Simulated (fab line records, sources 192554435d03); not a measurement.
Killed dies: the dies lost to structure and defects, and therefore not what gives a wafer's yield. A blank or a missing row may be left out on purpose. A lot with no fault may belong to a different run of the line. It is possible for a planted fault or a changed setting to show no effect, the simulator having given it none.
Matching of chambers / flow n5 finfet / N5_BEOL_M5_CURE_80 on uv cure-02: 3 sister chambers
The step cures SiCOH lowk, time 120 s. 24 wafers are shown with their chamber, then 12 later ones without.

## WAFERS PAIRED WITH THEIR CHAMBERS
wafer=L077.2; chamber=1; wafer_temp_C_max=370.9; lamp power pct (%)=52.33
wafer=L077.3; chamber=1; wafer_temp_C_max=372.0; lamp power pct (%)=52.33
wafer=L077.6; chamber=1; wafer_temp_C_max=371.6; lamp power pct (%)=52.31
wafer=L078.1; chamber=1; wafer_temp_C_max=371.0; lamp power pct (%)=52.31
wafer=L078.2; chamber=1; wafer_temp_C_max=371.3; lamp power pct (%)=52.28
wafer=L078.5; chamber=1; wafer_temp_C_max=371.0; lamp power pct (%)=52.25
wafer=L080.1; chamber=2; wafer_temp_C_max=371.6; lamp power pct (%)=52.28
wafer=L080.2; chamber=2; wafer_temp_C_max=370.7; lamp power pct (%)=52.34
wafer=L080.6; chamber=2; wafer_temp_C_max=371.0; lamp power pct (%)=52.30
wafer=L080.3; chamber=2; wafer_temp_C_max=371.4; lamp power pct (%)=52.31
wafer=L080.4; chamber=2; wafer_temp_C_max=371.6; lamp power pct (%)=52.44
wafer=L080.5; chamber=2; wafer_temp_C_max=372.0; lamp power pct (%)=52.35
wafer=L081.3; chamber=2; wafer_temp_C_max=371.3; lamp power pct (%)=52.26
wafer=L081.4; chamber=2; wafer_temp_C_max=371.6; lamp power pct (%)=52.34
wafer=L081.5; chamber=2; wafer_temp_C_max=371.8; lamp power pct (%)=52.34
wafer=L082.1; chamber=2; wafer_temp_C_max=371.5; lamp power pct (%)=52.22
wafer=L082.3; chamber=2; wafer_temp_C_max=371.0; lamp power pct (%)=52.28
wafer=L082.4; chamber=2; wafer_temp_C_max=371.0; lamp power pct (%)=52.28
wafer=L088.1; chamber=0; wafer_temp_C_max=370.8; lamp power pct (%)=52.28
wafer=L088.5; chamber=0; wafer_temp_C_max=371.0; lamp power pct (%)=52.29
wafer=L088.6; chamber=0; wafer_temp_C_max=371.0; lamp power pct (%)=52.32
wafer=L088.2; chamber=0; wafer_temp_C_max=371.0; lamp power pct (%)=52.32
wafer=L088.3; chamber=0; wafer_temp_C_max=371.0; lamp power pct (%)=52.42
wafer=L088.4; chamber=0; wafer_temp_C_max=371.2; lamp power pct (%)=52.24

SIGNATURES, as means of the wafers listed above
reading=wafer_temp_C_max; chamber 0=371.000; chamber 1=371.300; chamber 2=371.375; scatter within a chamber=0.353
reading=lamp power pct; chamber 0=52.3117; chamber 1=52.3017; chamber 2=52.3117; scatter within a chamber=0.0525
Rule: for a wafer and a chamber, the distance is found by dividing, reading by reading, the gap between the wafer's reading and the chamber's mean by the reading's scatter, squaring, summing and taking the root. If the next closest chamber is less than 2 further off than the closest, the wafer can't be placed; otherwise it belongs to the closest. The scatter: the root of (the sum of the squares of (reading less its chamber's mean) over the shown wafers, divided by (wafers less chambers)).

## WAFERS MISSING THEIR CHAMBER
wafer=L093.1; wafer_temp_C_max=371.1; lamp power pct (%)=52.37
wafer=L093.2; wafer_temp_C_max=370.8; lamp power pct (%)=52.35
wafer=L093.6; wafer_temp_C_max=370.2; lamp power pct (%)=52.34
wafer=L093.3; wafer_temp_C_max=370.9; lamp power pct (%)=52.27
wafer=L093.4; wafer_temp_C_max=370.9; lamp power pct (%)=52.41
wafer=L093.5; wafer_temp_C_max=371.0; lamp power pct (%)=52.30
wafer=L094.1; wafer_temp_C_max=371.9; lamp power pct (%)=52.37
wafer=L094.4; wafer_temp_C_max=371.1; lamp power pct (%)=52.34
wafer=L094.6; wafer_temp_C_max=371.1; lamp power pct (%)=52.32
wafer=L094.2; wafer_temp_C_max=371.5; lamp power pct (%)=52.31
wafer=L094.3; wafer_temp_C_max=371.3; lamp power pct (%)=52.41
wafer=L094.5; wafer_temp_C_max=371.4; lamp power pct (%)=52.31

## WHICH CHAMBER EACH ONE RAN IN
wafer=L093.1; from the rows above=can't be placed: 0 or 2 or 1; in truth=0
wafer=L093.2; from the rows above=can't be placed: 0 or 1 or 2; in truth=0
wafer=L093.6; from the rows above=can't be placed: 0 or 1 or 2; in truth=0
wafer=L093.3; from the rows above=can't be placed: 0 or 1 or 2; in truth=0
wafer=L093.4; from the rows above=can't be placed: 0 or 2 or 1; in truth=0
wafer=L093.5; from the rows above=can't be placed: 0 or 1 or 2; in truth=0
wafer=L094.1; from the rows above=can't be placed: 2 or 1 or 0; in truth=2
wafer=L094.4; from the rows above=can't be placed: 0 or 1 or 2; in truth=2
wafer=L094.6; from the rows above=can't be placed: 0 or 1 or 2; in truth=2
wafer=L094.2; from the rows above=can't be placed: 2 or 1 or 0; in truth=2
wafer=L094.3; from the rows above=can't be placed: 2 or 0 or 1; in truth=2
wafer=L094.5; from the rows above=can't be placed: 2 or 1 or 0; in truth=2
Correctly placed: 0 of 12. From these rows, 12 cannot be placed; in 12 the true chamber is one of the candidates. Wrongly placed: 0.
